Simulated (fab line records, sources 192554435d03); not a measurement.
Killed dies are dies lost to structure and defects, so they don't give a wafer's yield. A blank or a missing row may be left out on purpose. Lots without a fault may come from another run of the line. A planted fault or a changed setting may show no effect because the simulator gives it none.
Chamber matching | flow n5_finfet | N5_FIN_SAQP_ETCH_69 on rie_diel-01: 4 sister chambers
The step etches SOC in N2/H2, stops on SiNx, target depth 150 nm. 8 wafers are shown with their chamber, then 7 later ones without.

WAFERS WITH THEIR CHAMBER
wafer  | chamber | drypump_motor_current_A (A) | showerhead_plenum_p_Torr (Torr)
L076.1 | 2       | 6.4                         | 2.51
L079.5 | 3       | 5.7                         | 2.49
L081.5 | 0       | 6.1                         | 2.43
L088.3 | 3       | 5.7                         | 2.49
L088.5 | 1       | 5.3                         | 2.54
L088.6 | 2       | 6.3                         | 2.50
L092.1 | 1       | 5.3                         | 2.53
L092.3 | 0       | 6.1                         | 2.42

WAFERS WITHOUT THEIR CHAMBER
wafer  | drypump_motor_current_A (A) | showerhead_plenum_p_Torr (Torr)
L092.6 | 5.7                         | 2.48
L094.1 | 6.4                         | 2.49
L094.2 | 5.7                         | 2.48
L094.6 | 5.3                         | 2.53
L097.1 | 5.3                         | 2.53
L097.3 | 5.7                         | 2.48
L097.5 | 5.3                         | 2.53

WHICH CHAMBER EACH WENT THROUGH
wafer  | from the rows above | in truth
L092.6 | 3                   | 3
L094.1 | 2                   | 2
L094.2 | 3                   | 3
L094.6 | 1                   | 1
L097.1 | 1                   | 1
L097.3 | 3                   | 3
L097.5 | 1                   | 1
Placed correctly: 7 of 7. Can't be placed from these rows: 0. Placed wrongly: 0.
How it was worked out, from the rows above alone: a wafer's distance from a chamber is the root of the sum, over the readings, of the square of ((its reading less the chamber's mean) divided by the reading's scatter). The wafer belongs to the nearest chamber; if the next one is less than 2 further off, it can't be placed. A chamber's mean is the mean of its shown wafers. The scatter: the root of (the sum of the squares of (reading less its chamber's mean) over the shown wafers, divided by (wafers less chambers)).
